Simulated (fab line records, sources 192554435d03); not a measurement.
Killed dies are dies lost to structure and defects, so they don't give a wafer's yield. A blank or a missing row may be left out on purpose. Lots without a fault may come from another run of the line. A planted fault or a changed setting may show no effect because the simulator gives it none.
One fault seen from 2 desks | flow n5_finfet | each desk has only its own numbers; what lay behind them comes last

THE TOOL OWNER'S DESK: ald_sin-03
The tool's own readings at N5_SDB_ALD_29 (deposits SiNx, target thk 30 nm, pulse time 1 s, ald cycles 600): means of the sampled wafers that have a number, for each lot that ran on this tool. A lot is out of limits, marked OUT, if its mean lies more than 4 standard deviations from the usual mean; the brackets give that distance.
Columns: A = heater_power_w at N5_SDB_ALD_29, usual 885 W; B = precursor_pulse_height_rel at N5_SDB_ALD_29, usual 0.999
lot  | first seen here | A   | B
L441 | day 4 00:04     | 928 | 0.986
L445 | day 5 00:49     | 958 | 0.990
This desk's finding: nothing out of limits on any of the 2 lots.

THE METROLOGY DESK
What the gauges read, lot by lot, whatever tool the lot ran on: means of the sampled wafers that have a number. A lot is out of limits, marked OUT, if its mean lies more than 4 standard deviations from the usual mean; the brackets give that distance. Of its 11 readings 7 are shown: the one that was out of limits first, and those that lie furthest out on some lot.
Columns: A = CJ_P at N5_BEOL_M4_RC_MEAS_101, usual 5.79; B = DIBL_N at N5_BEOL_M4_RC_MEAS_101, usual 36.3 mV/V; C = DIBL_P at N5_BEOL_M4_RC_MEAS_101, usual 36.2 mV/V; D = IOFF_N at N5_BEOL_M4_RC_MEAS_101, usual 0.16 nA/um; E = IOFF_P at N5_BEOL_M4_RC_MEAS_101, usual 0.21 nA/um; F = ION_N at N5_BEOL_M4_RC_MEAS_101, usual 673 uA/um; G = ION_P at N5_BEOL_M4_RC_MEAS_101, usual 461 uA/um
lot  | first seen here | A    | B    | C    | D    | E    | F   | G
L440 | day 7 13:00     | 5.84 | 35.5 | 34.5 | 0.15 | 0.21 | 680 | 471
L441 | day 7 15:59     | 5.71 | 37.2 | 36.8 | 0.15 | 0.22 | 675 | 466
L445 | day 8 20:27     | 6.47 | 34.1 | 34.2 | 0.13 | 0.16 | 667 | 387 (-10) OUT
L446 | day 9 00:52     | 5.66 | 39.8 | 39.6 | 0.25 | 0.28 | 682 | 462
L449 | day 9 14:40     | 5.72 | 36.1 | 37.0 | 0.16 | 0.20 | 665 | 456
L454 | day 11 05:43    | 5.85 | 36.8 | 37.8 | 0.18 | 0.24 | 680 | 466
L455 | day 11 16:39    | 5.81 | 35.1 | 34.0 | 0.14 | 0.18 | 659 | 456
L458 | day 11 21:50    | 5.82 | 37.6 | 37.2 | 0.17 | 0.22 | 677 | 463
L462 | day 13 07:39    | 5.91 | 36.1 | 35.4 | 0.13 | 0.17 | 663 | 458
L463 | day 13 10:01    | 5.89 | 38.7 | 40.4 | 0.22 | 0.27 | 697 | 472
This desk's finding: out of limits on L445; first on L445, day 8 20:27 (ION_P at N5_BEOL_M4_RC_MEAS_101). In limits: L440, L441, L446, L449, L454, L455, L458, L462, L463.

PUT TOGETHER
The metrology desk could have raised an alarm at day 8 20:27, on L445.
The tool owner's desk saw nothing out of limits.
The tool owner's desk has L445 on record, within its limits.
Of the lots named, all ran N5_SDB_ALD_29 on ald_sin-03.

WHAT THE SIMULATOR HAD PUT IN
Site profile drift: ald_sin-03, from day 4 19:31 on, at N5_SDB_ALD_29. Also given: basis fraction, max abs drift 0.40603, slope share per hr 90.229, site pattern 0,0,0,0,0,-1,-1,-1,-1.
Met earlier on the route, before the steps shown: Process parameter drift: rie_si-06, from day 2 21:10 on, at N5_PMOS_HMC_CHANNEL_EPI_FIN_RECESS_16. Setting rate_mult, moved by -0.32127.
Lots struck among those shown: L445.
Hours from the fault's start to each desk's first reading out of limits: the metrology desk, 97.
